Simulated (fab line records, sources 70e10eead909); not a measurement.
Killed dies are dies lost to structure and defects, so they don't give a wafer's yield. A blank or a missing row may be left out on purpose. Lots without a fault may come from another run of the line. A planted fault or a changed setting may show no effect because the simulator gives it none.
fab line records | flow nand_harc
record lots=5 wafers=15 last_day=30
route steps=1302 shown A_CONTACT@1016 END@1302
lots that met no fault: from a run of the same line without faults
start_h: hours from the record's first day to the start of the lot's first wafer shown | wait_h: hours since the lot's step before | " the same as in the row above | L1.1+2: a row that stands for several wafers | - no value, or no start given | * or withheld: withheld | < > ~ a bound
route shown NAME@n: a module of which the file shows steps, and the number in the route of the first | usual: mean/standard deviation of fault-free wafers | same: alike in all rows | chamber/n: place in a boat | sites: the reading at each site | _std_site: their standard deviation | _edge_site: outer sites' mean less inner sites' | radius_mm: how far each site lies from the wafer's centre | mask NAME#n: copy n | behind: the tool/chamber that last shaped the wafer | hold: why the lot was held/for how many hours/how that ended | device: the transistor (n, p or np) that didn't switch | end of line: the same wafers' tests at the end of the route | a step without rows: its recipe alone | killed: dies lost to structure and defects at the first sort, not the wafer's yield | map: a wafer's dies, x killed, . not, _ none there
set.NAME: the setting as run; set.NAME@STEP: as run at that earlier step | model.NAME: the simulator's own value behind a step, which no gauge read
lots at some steps of the route; a table a step, a row a wafer
services: from which hour (start_h, from the record's first day; less than 0 if before it) a tool's chamber was out of use, for how many hours, and why
## steps
# step NHARC_A_CONTACT_ETCH_122
# recipe source_w=withheld pressure_mtorr=20 bias_v=3000 time_s=190 target_depth_a=18500 ar_flow_sccm=withheld c4f8_flow_sccm=withheld o2_flow_sccm=withheld chemistry=C4F8/O2/Ar
# step NHARC_A_CONTACT_ETCH_123
# recipe source_w=withheld pressure_mtorr=20 bias_v=400 time_s=490 target_depth_a=21100 ar_flow_sccm=withheld c4f8_flow_sccm=11.5 o2_flow_sccm=7.2 chemistry=C4F8/O2/Ar
# step NHARC_A_CONTACT_ETCH_90
# recipe target_depth_a=400 over_etch_frac=0.5 time_s=85.7 ion_energy_ev=120 ch3f_flow_sccm=50 o2_flow_sccm=30 ar_flow_sccm=200 rf_w=500 bias_w=100 chemistry=CH3F/O2
# step NHARC_A_CONTACT_ETCH_96
# recipe target_depth_a=200 over_etch_frac=0.5 time_s=10 ion_energy_ev=250 c4f6_flow_sccm=25 o2_flow_sccm=20 ar_flow_sccm=500 rf_w=600 bias_w=500 chemistry=C4F6/O2
# step NHARC_A_CONTACT_STRIP_99
# recipe n2_flow_sccm=150 h2_flow_sccm=150 ar_flow_sccm=0 bias_w=0 chemistry=N2/H2
# step NHARC_A_CONTACT_STRIP_100
# recipe cf4_flow_sccm=100 chf3_flow_sccm=30 ar_flow_sccm=0 bias_w=0 chemistry=CF4/CHF3
# step NHARC_A_CONTACT_STRIP_101
# recipe o2_flow_sccm=400 cos_flow_sccm=20 ar_flow_sccm=0 bias_w=0 chemistry=O2/COS
# step NHARC_A_CONTACT_ETCH_102
# recipe target_depth_a=1000 overetch_a=100 time_s=55 ion_energy_ev=100 cf4_flow_sccm=80 o2_flow_sccm=20 ar_flow_sccm=0 rf_w=300 bias_w=100 chemistry=CF4/O2
# step NHARC_A_CONTACT_STRIP_55
# recipe o2_flow_sccm=500 ar_flow_sccm=0 bias_w=0 chemistry=O2
# step NHARC_A_CONTACT_STRIP_56
# recipe time_s=600 temp_c=30 chemistry=post_etch_residue_remover
# step NHARC_A_CONTACT_DEP_57
# recipe target_thk_a=53000 temp_c=400 material=aC
# step NHARC_A_CONTACT_DEP_58
# recipe target_thk_a=900 target_thk_nm=90 temp_c=400 pressure_torr=3.5 flow_sccm=200 rf_w=350 material=SiON
# usual heater_power_w=788/100
# columns lot.wafer tool chamber start_h wait_h heater_power_w
L578.1 pecvd-01 0 515.65 2.8 906
L578.3 " 1 " " 798
L578.4 " 1 " " 789
L583.1 pecvd-02 1 603.94 2.7 620
L583.6 " 0 " " 784
L583.5 " 2 " " 660
L587.2 pecvd-01 1 634.98 2.2 852
L587.3 " 0 " " 822
L587.4 " 2 " " 791
L592.6 pecvd-01 2 653.38 0.1 934
L592.4 " 0 " " 858
L592.5 " 1 " " 827
L591.3 pecvd-01 1 660.29 1.6 888
L591.1 " 2 " " 797
L591.6 " 1 " " 888
# step NHARC_A_CONTACT_DEHYDRATE_59
# recipe temp_c=150 time_s=120
# step NHARC_A_CONTACT_HMDS_60
# recipe time_s=30
# step NHARC_A_CONTACT_COAT_61
# recipe temp_c=260 time_s=75
# step NHARC_A_CONTACT_COAT_62
# recipe temp_c=225 time_s=65
# step NHARC_A_CONTACT_COAT_63
# recipe spin_rpm=1500 resist_thk_nm=90
# step NHARC_A_CONTACT_SOFTBAKE_64
# recipe temp_c=105 time_s=55
# step NHARC_A_CONTACT_EBR_65
# step NHARC_A_CONTACT_EXPOSE_66
# recipe na=1.35 sigma_outer=0.8 dose_mj=59.02 mask_id=A_CC_2
# step NHARC_A_CONTACT_PEB_67
# recipe peb_temp_c=100 peb_time_s=65
# step NHARC_A_CONTACT_DEVELOP_68
# recipe develop_time_s=35 dev_temp_c=23
# step NHARC_A_CONTACT_DESCUM_74
# recipe time_s=3 o2_flow_sccm=200 ar_flow_sccm=0 bias_power_w=0 chemistry=O2
# step NHARC_A_CONTACT_ETCH_75
# recipe target_depth_a=390 over_etch_frac=0.3 time_s=65 ion_energy_ev=80 cf4_flow_sccm=150 ar_flow_sccm=0 rf_w=300 bias_w=100 chemistry=CF4
# step NHARC_A_CONTACT_ETCH_76
# recipe target_depth_a=2600 over_etch_frac=0.3 time_s=475.3 ion_energy_ev=200 n2_flow_sccm=150 h2_flow_sccm=150 ar_flow_sccm=0 rf_w=400 bias_w=150 chemistry=N2/H2
# step NHARC_A_CONTACT_ETCH_77
# recipe target_depth_a=1089 time_s=54.5 cf4_flow_sccm=100 chf3_flow_sccm=30 ar_flow_sccm=0 rf_w=500 bias_w=200 chemistry=CF4/CHF3
# step NHARC_A_CONTACT_ETCH_78
# recipe target_depth_a=53000 over_etch_frac=0.3 time_s=1378 ion_energy_ev=150 o2_flow_sccm=400 cos_flow_sccm=20 ar_flow_sccm=0 rf_w=500 bias_w=300 chemistry=O2/COS
# step NHARC_A_CONTACT_ETCH_124
# recipe source_w=withheld pressure_mtorr=20 bias_v=withheld time_s=140 target_depth_a=7000 ar_flow_sccm=withheld c4f8_flow_sccm=withheld o2_flow_sccm=withheld chemistry=C4F8/O2/Ar
# step NHARC_A_CONTACT_ETCH_125
# recipe source_w=withheld pressure_mtorr=20 bias_v=3000 time_s=197 target_depth_a=19180 ar_flow_sccm=withheld c4f8_flow_sccm=withheld o2_flow_sccm=withheld chemistry=C4F8/O2/Ar
# step NHARC_A_CONTACT_ETCH_126
# recipe source_w=withheld pressure_mtorr=20 bias_v=3000 time_s=197 target_depth_a=19180 ar_flow_sccm=withheld c4f8_flow_sccm=withheld o2_flow_sccm=withheld chemistry=C4F8/O2/Ar
# step NHARC_A_CONTACT_ETCH_127
# recipe source_w=withheld pressure_mtorr=20 bias_v=3000 time_s=197 target_depth_a=19180 ar_flow_sccm=withheld c4f8_flow_sccm=withheld o2_flow_sccm=withheld chemistry=C4F8/O2/Ar
# step NHARC_A_CONTACT_ETCH_128
# recipe source_w=withheld pressure_mtorr=20 bias_v=3000 time_s=197 target_depth_a=19180 ar_flow_sccm=withheld c4f8_flow_sccm=withheld o2_flow_sccm=withheld chemistry=C4F8/O2/Ar
# step NHARC_A_CONTACT_ETCH_129
# recipe source_w=withheld pressure_mtorr=20 bias_v=3000 time_s=197 target_depth_a=19180 ar_flow_sccm=withheld c4f8_flow_sccm=withheld o2_flow_sccm=withheld chemistry=C4F8/O2/Ar
# step NHARC_A_CONTACT_ETCH_130
# recipe source_w=withheld pressure_mtorr=20 bias_v=3000 time_s=197 target_depth_a=19180 ar_flow_sccm=withheld c4f8_flow_sccm=withheld o2_flow_sccm=withheld chemistry=C4F8/O2/Ar
# step NHARC_A_CONTACT_ETCH_131
# recipe source_w=withheld pressure_mtorr=20 bias_v=3000 time_s=197 target_depth_a=19180 ar_flow_sccm=withheld c4f8_flow_sccm=withheld o2_flow_sccm=withheld chemistry=C4F8/O2/Ar
# step NHARC_A_CONTACT_ETCH_132
# recipe source_w=withheld pressure_mtorr=20 bias_v=3000 time_s=197 target_depth_a=19240 ar_flow_sccm=withheld c4f8_flow_sccm=withheld o2_flow_sccm=withheld chemistry=C4F8/O2/Ar
# step NHARC_A_CONTACT_ETCH_133
# recipe source_w=withheld pressure_mtorr=20 bias_v=400 time_s=374 target_depth_a=16100 ar_flow_sccm=withheld c4f8_flow_sccm=11.5 o2_flow_sccm=7.2 chemistry=C4F8/O2/Ar
# step NHARC_A_CONTACT_ETCH_91
# recipe target_depth_a=400 over_etch_frac=0.5 time_s=85.7 ion_energy_ev=120 ch3f_flow_sccm=50 o2_flow_sccm=30 ar_flow_sccm=200 rf_w=500 bias_w=100 chemistry=CH3F/O2
# step NHARC_END_SORT_01
# recipe temp_c=25
# usual killed_at_array=64/16 killed_at_other=1.0/1.1 killed_at_periphery=3.5/2.3 killed_dies=69/17 killed_open=3.2/1.6 killed_short=2.4/1.6
# same gross_dies=677
# columns lot.wafer tool chamber start_h wait_h killed_at_array killed_at_other killed_at_periphery killed_dies killed_open killed_short
L587.2 prober-01 0 699.99 2.8 675 0 2 677 3 3
L587.3 prober-01 0 700.80 3.1 674 0 3 677 3 6
L587.4 prober-01 0 701.60 3.4 673 2 2 677 3 4
L592.4 prober-01 0 713.69 3.4 677 0 0 677 3 1
L592.5 prober-01 0 714.48 3.7 673 0 4 677 3 1
L592.6 prober-01 0 715.28 4.0 674 0 3 677 3 4
L591.1 prober-02 0 724.38 2.5 671 0 6 677 4 5
L591.3 prober-02 0 726.00 3.1 670 0 7 677 4 3
L591.6 prober-02 0 728.43 4.1 675 0 2 677 1 1
# killed by level:class
L587.2 A_CONTACT:area_dep=625 A_CHANNEL_HOLE_D2:chamber_film_flake=24 A_CHANNEL_HOLE_D1:chamber_film_flake=9 A_CONTACT:chamber_film_flake=5 A_CHANNEL_FILL_D1:chamber_film_flake=2 A_DECK1_JOINT:chamber_film_flake=2 A_SLIT:chamber_film_flake=2 P_M0:geometric_particle:open=1
L587.3 A_CONTACT:area_dep=615 A_CHANNEL_HOLE_D2:chamber_film_flake=25 A_CHANNEL_HOLE_D1:chamber_film_flake=12 A_CONTACT:chamber_film_flake=10 A_DECK1_JOINT:geometric_particle:short=3 A_STAIRCASE:chamber_film_flake=2 P_GATE:geometric_particle:short=1 P_M0:geometric_particle:open=1
L587.4 A_CONTACT:area_dep=623 A_CHANNEL_HOLE_D2:chamber_film_flake=27 A_CONTACT:chamber_film_flake=6 A_CHANNEL_HOLE_D1:chamber_film_flake=5 A_WL_FILL:geometric_particle:short=2 A_DECK1_JOINT:chamber_film_flake=2 A_SLIT:chamber_film_flake=2 A_M0:chamber_film_flake=2
L592.4 A_CONTACT:area_dep=586 A_CHANNEL_HOLE_D1:chamber_film_flake=32 A_SLIT:chamber_film_flake=28 A_CONTACT:chamber_film_flake=9 A_CHANNEL_HOLE_D2:chamber_film_flake=8 A_STAIRCASE:chamber_film_flake=3 A_M0:geometric_particle:open=2 A_CHANNEL_FILL_D1:chamber_film_flake=2
L592.5 A_CONTACT:area_dep=579 A_CHANNEL_HOLE_D1:chamber_film_flake=40 A_SLIT:chamber_film_flake=31 A_CONTACT:chamber_film_flake=11 A_CHANNEL_HOLE_D2:chamber_film_flake=7 P_M2:chamber_film_flake=2 P_CONTACT:geometric_particle:open=1 P_M1:geometric_particle:short=1
L592.6 A_CONTACT:area_dep=586 A_CHANNEL_HOLE_D1:chamber_film_flake=32 A_SLIT:chamber_film_flake=28 A_CONTACT:chamber_film_flake=11 A_CHANNEL_HOLE_D2:chamber_film_flake=4 P_M2:chamber_film_flake=3 A_ZERO_WELL:chamber_film_flake=3 A_ONON_D1:geometric_particle:short=1
L591.1 A_CONTACT:area_dep=601 A_SLIT:chamber_film_flake=23 A_CHANNEL_HOLE_D2:chamber_film_flake=18 A_CHANNEL_HOLE_D1:chamber_film_flake=9 P_CONTACT:chamber_film_flake=4 A_DECK1_JOINT:chamber_film_flake=4 A_STAIRCASE:chamber_film_flake=3 A_ONON_D1:geometric_particle:open=2
L591.3 A_CONTACT:area_dep=592 A_CHANNEL_HOLE_D2:chamber_film_flake=31 A_SLIT:chamber_film_flake=29 A_CHANNEL_HOLE_D1:chamber_film_flake=6 A_STAIRCASE:chamber_film_flake=3 A_BONDPAD:chamber_film_flake=3 P_STI:chamber_film_flake=2 P_CONTACT:chamber_film_flake=2
L591.6 A_CONTACT:area_dep=620 A_SLIT:chamber_film_flake=22 A_CHANNEL_HOLE_D2:chamber_film_flake=15 A_CHANNEL_HOLE_D1:chamber_film_flake=5 A_CONTACT:chamber_film_flake=5 A_ZERO_WELL:chamber_film_flake=3 A_STAIRCASE:chamber_film_flake=2 A_ONON_D1:geometric_particle:short=1
# map L587.2 (x killed, . not)
____________x____________
_________xxxxxxx_________
_______xxxxxxxxxxx_______
______xxxxxxxxxxxxx______
_____xxxxxxxxxxxxxxx_____
____xxxxxxxxxxxxxxxxx____
____xxxxxxxxxxxxxxxxx____
___xxxxxxxxxxxxxxxxxxx___
___xxxxxxxxxxxxxxxxxxx___
__xxxxxxxxxxxxxxxxxxxxx__
__xxxxxxxxxxxxxxxxxxxxx__
_xxxxxxxxxxxxxxxxxxxxxxx_
_xxxxxxxxxxxxxxxxxxxxxxx_
_xxxxxxxxxxxxxxxxxxxxxxx_
_xxxxxxxxxxxxxxxxxxxxxxx_
_xxxxxxxxxxxxxxxxxxxxxxx_
xxxxxxxxxxxxxxxxxxxxxxxxx
xxxxxxxxxxxxxxxxxxxxxxxxx
xxxxxxxxxxxxxxxxxxxxxxxxx
xxxxxxxxxxxxxxxxxxxxxxxxx
xxxxxxxxxxxxxxxxxxxxxxxxx
_xxxxxxxxxxxxxxxxxxxxxxx_
_xxxxxxxxxxxxxxxxxxxxxxx_
_xxxxxxxxxxxxxxxxxxxxxxx_
_xxxxxxxxxxxxxxxxxxxxxxx_
_xxxxxxxxxxxxxxxxxxxxxxx_
__xxxxxxxxxxxxxxxxxxxxx__
__xxxxxxxxxxxxxxxxxxxxx__
___xxxxxxxxxxxxxxxxxxx___
___xxxxxxxxxxxxxxxxxxx___
____xxxxxxxxxxxxxxxxx____
____xxxxxxxxxxxxxxxxx____
_____xxxxxxxxxxxxxxx_____
______xxxxxxxxxxxxx______
_______xxxxxxxxxxx_______
_________xxxxxxx_________
____________x____________
# map L591.1 (x killed, . not)
____________x____________
_________xxxxxxx_________
_______xxxxxxxxxxx_______
______xxxxxxxxxxxxx______
_____xxxxxxxxxxxxxxx_____
____xxxxxxxxxxxxxxxxx____
____xxxxxxxxxxxxxxxxx____
___xxxxxxxxxxxxxxxxxxx___
___xxxxxxxxxxxxxxxxxxx___
__xxxxxxxxxxxxxxxxxxxxx__
__xxxxxxxxxxxxxxxxxxxxx__
_xxxxxxxxxxxxxxxxxxxxxxx_
_xxxxxxxxxxxxxxxxxxxxxxx_
_xxxxxxxxxxxxxxxxxxxxxxx_
_xxxxxxxxxxxxxxxxxxxxxxx_
_xxxxxxxxxxxxxxxxxxxxxxx_
xxxxxxxxxxxxxxxxxxxxxxxxx
xxxxxxxxxxxxxxxxxxxxxxxxx
xxxxxxxxxxxxxxxxxxxxxxxxx
xxxxxxxxxxxxxxxxxxxxxxxxx
xxxxxxxxxxxxxxxxxxxxxxxxx
_xxxxxxxxxxxxxxxxxxxxxxx_
_xxxxxxxxxxxxxxxxxxxxxxx_
_xxxxxxxxxxxxxxxxxxxxxxx_
_xxxxxxxxxxxxxxxxxxxxxxx_
_xxxxxxxxxxxxxxxxxxxxxxx_
__xxxxxxxxxxxxxxxxxxxxx__
__xxxxxxxxxxxxxxxxxxxxx__
___xxxxxxxxxxxxxxxxxxx___
___xxxxxxxxxxxxxxxxxxx___
____xxxxxxxxxxxxxxxxx____
____xxxxxxxxxxxxxxxxx____
_____xxxxxxxxxxxxxxx_____
______xxxxxxxxxxxxx______
_______xxxxxxxxxxx_______
_________xxxxxxx_________
____________x____________
## services
# columns tool chamber start_h hours kind
pecvd-01 - 492.12 13.0 pm
pecvd-01 0 492.12 13.0 vent_cycle
pecvd-01 1 492.12 13.0 vent_cycle
pecvd-01 2 492.12 13.0 vent_cycle
pecvd-01 0 505.12 - clean
pecvd-01 1 505.12 - clean
pecvd-01 2 505.12 - clean
pecvd-02 - 527.72 0.9 repair
pecvd-02 2 572.62 15.2 repair
pecvd-01 - 585.73 1.9 repair
pecvd-02 - 589.11 13.0 pm
pecvd-02 0 589.11 13.0 vent_cycle
pecvd-02 1 589.11 13.0 vent_cycle
pecvd-02 2 589.11 13.0 vent_cycle
pecvd-02 0 602.11 - clean
pecvd-02 1 602.11 - clean
pecvd-02 2 602.11 - clean
pecvd-01 - 627.70 1.4 repair
pecvd-01 - 649.87 0.3 repair
## key
first_sign step=NHARC_END_SORT_01 reading=killed_at_array direction=up sigmas=37 usual=64 struck=674
effect step=NHARC_END_SORT_01 reading=killed_dies direction=up sigmas=37 usual=69 struck=677
more_kills_born_at NHARC_A_CONTACT_DEP_58@pecvd-01=5427
met_at NHARC_A_CONTACT_DEP_58
struck_wafers L587.2,L587.3,L587.4,L591.1,L591.3,L591.6,L592.4,L592.5,L592.6
later_rows_left_out L587.2,L587.3,L587.4,L591.1,L591.3,L591.6,L592.4,L592.5,L592.6
tester_left_out L587,L591,L592
onset_between 515.65 634.98
also_fits time
fault kind=process_parameter_drift tool=pecvd-01 chamber=- onset_h=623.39 steps=NHARC_A_CONTACT_DEP_58 channel=target_thk_nm offset=85.453 shape=step end_h=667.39 acts_in=these_recipes_only stated=90
# tester_left_out: of these lots the tester's yield and bins aren't shown, on N5 and GAA mostly nor the transistor test; their killed dies are dies lost to structure and defects alone, not to doping, threshold or leakage, so they don't give the yield
# later_rows_left_out: the simulator's readings of these wafers behind a module that went badly wrong aren't trusted and aren't shown, but for the sort
